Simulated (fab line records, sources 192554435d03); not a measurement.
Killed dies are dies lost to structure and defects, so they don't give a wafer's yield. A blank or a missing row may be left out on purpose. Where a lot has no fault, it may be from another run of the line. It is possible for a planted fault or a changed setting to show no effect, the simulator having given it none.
Chamber matching ; flow n5 finfet ; N5_BEOL_M1_ALD_98 on ald sin-04: 4 sister chambers
The step deposits SiO2, target thk 2.5 nm, pulse time 1 s, co reactant pulse time 1 s. 4 wafers are shown with their chamber, then 7 later ones without.

## EACH WAFER AND ITS CHAMBER
wafer;chamber;heater power w (W)
L083.5;2;76
L083.6;3;93
L085.1;1;70
L085.3;0;73

## WAFERS MISSING THEIR CHAMBER
wafer;heater power w (W)
L085.5;70
L086.1;79
L086.3;96
L086.6;93
L093.3;93
L093.5;91
L093.6;72

## EACH ONE'S CHAMBER
wafer;from the rows above;in truth
L085.5;can't be placed: 1 or 0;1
L086.1;can't be placed: 2 or 0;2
L086.3;3;3
L086.6;3;3
L093.3;3;3
L093.5;3;3
L093.6;can't be placed: 0 or 1 or 2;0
4 of 7 placed correctly. Cannot be placed on the basis of these rows: 3; the candidates contain the true chamber in 3. Wrongly placed: 0.
How it was worked out, from the rows above alone: a wafer's distance from a chamber is the root of the sum, over the readings, of the square of ((its reading less the chamber's mean) divided by the reading's scatter). If the next closest chamber is less than 2 further off than the closest, the wafer can't be placed; otherwise it belongs to the closest. Each chamber's mean is taken over the wafers shown for it. The scatter (one wafer shown for each chamber): square how far every hidden wafer sits from the nearest shown wafer, average those squares and take the square root.
